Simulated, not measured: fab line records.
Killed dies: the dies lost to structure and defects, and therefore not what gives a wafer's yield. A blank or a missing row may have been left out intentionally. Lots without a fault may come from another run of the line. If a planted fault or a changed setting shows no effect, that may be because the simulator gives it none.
A lot that was struck, set against a sound lot    flow nandHarc    15 steps out of a route of 1159
Sound: these wafers, L942.2, L942.5, L942.6. Struck: wafers L933.3, L933.4, L933.6. At the end, the cause is stated.
Per side, at each step with rows, come the tool, then ch with its chambers, and then its first start. Under that, the readings that differ: sound wafers    struck wafers    difference of the means    sigmas: that difference in standard deviations of wafers without a fault.
alike: same words and numbers on both sides, and readings whose means sit less than 2 such deviations apart. not compared: any withheld reading, any reading some wafer has no value for, any bound like >300 that may hide the same value, and any number with overlapping values for which the record gives no deviation.
The two part at a step that has a row with sigmas, a row that says differs or no value, or rows on one side only. Numbers that have no deviation but don't overlap get no sigmas and don't part them. A reading that every wafer of one side lacks parts them only if that side has two wafers or more.

first, 4 steps without rows for these wafers: NHARC_P_M0_EBR_05; NHARC_P_M0_EXPOSE_06 (exposes mask P M0, target cd 90 nm); NHARC_P_M0_PEB_07 (peb time 65 s); NHARC_P_M0_DEVELOP_08 (develop time 35 s).
NHARC_P_M0_CD_MEAS_09: the cd target is 90 nm.
  sound on cdSem-03 ch 0, day 10 07:43; struck on cdSem-03 ch 0, day 7 23:02
  alike: cdNm
NHARC_P_M0_OVL_MEAS_10: pitch 180 nm.
  sound on overlay-01, day 10 07:48; struck on overlay-01, day 7 23:07
  alike: overlayXNm, overlayYNm
NHARC_P_M0_INSPECT_11:
  sound on defectInspect-01, day 10 07:50; struck on defectInspect-02, day 7 23:10
  alike: rawDefectCount
NHARC_P_M0_DESCUM_14: chemistry O2, time 3 s.
  sound on rieDiel-09 ch 0,2,3, day 10 07:55; struck on rieDiel-06 ch 0,1,3, day 7 23:15
  alike: drypumpMotorCurrentA, mfcArSccm, oesProductAu, rfVppV, showerheadPlenumPTorr, throttleValvePct
  not compared: rfHoursCounterH
NHARC_P_M0_ETCH_34: etches the open film in N2/H2, target depth 40 nm, overetch 12 nm, time 43.94 s.
  sound on rieDiel-09 ch 0,2,3, day 10 08:00; struck on rieDiel-06 ch 0,1,3, day 7 23:20
  alike: drypumpMotorCurrentA, mfcArSccm, oesProductAu, rfVppV, showerheadPlenumPTorr, throttleValvePct
  not compared: rfHoursCounterH
NHARC_P_M0_ETCH_15: etches the open film in C4F8/Ar, target depth 150 nm, overetch 15 nm, time 82.5 s.
  sound: rieDiel-09 ch 0,2,3; struck: rieDiel-06 ch 0,2,3
  alike: oesProductAu, rfVppV
  not compared: rfHoursCounterH
NHARC_P_M0_CD_MEAS_16:
  sound on cdSem-01, day 10 08:12; struck on cdSem-02, day 7 23:32
  alike: cdNm
NHARC_P_M0_STRIP_18: strips in N2/H2.
  sound on rieDiel-11 ch 0,2,3, day 10 08:19; struck on rieDiel-06 ch 1,3, day 7 23:38
reading                   sound        struck       difference  sigmas
drypumpMotorCurrentA (A)  5.1 5.4 5.9  6.1 6.2 6.1  +0.7        +2
  alike: chamberPressureMTorr, mfcArSccm, oesProductAu, rfVppV, showerheadPlenumPTorr, throttleValvePct
  not compared: rfHoursCounterH
NHARC_P_M0_STRIP_19: strips in post etch residue remover, time 600 s.
  sound on wetBench-01 ch 2,5,6, day 10 08:33; struck on wetBench-04 ch 1,5,6, day 7 23:53
  no value came back on the struck wafers for bathHeatDutyPct (%), runLengthS (s); on the sound wafers bathHeatDutyPct (%) reads 11.3 13.8 11.5
NHARC_P_M0_DEGAS_28: time 60 s.
  sound on pvdSputter-03, day 10 08:49; struck on pvdSputter-03, day 8 00:09
  alike: heaterPowerW
-- the record jumps here: 13 days lie between the struck wafers' starts before and after (it left off in module P_M0 and takes up again in module END, whose first step shown is number 1159 of the route) --
NHARC_END_SORT_01:
  the record has rows for the struck wafers here (prober-02 ch 0, day 21 09:29) and none for the sound ones

== WHERE THEY PART ==
First at NHARC_P_M0_STRIP_18; last, within this record, at NHARC_END_SORT_01.

WHY: what had been put in by the simulator
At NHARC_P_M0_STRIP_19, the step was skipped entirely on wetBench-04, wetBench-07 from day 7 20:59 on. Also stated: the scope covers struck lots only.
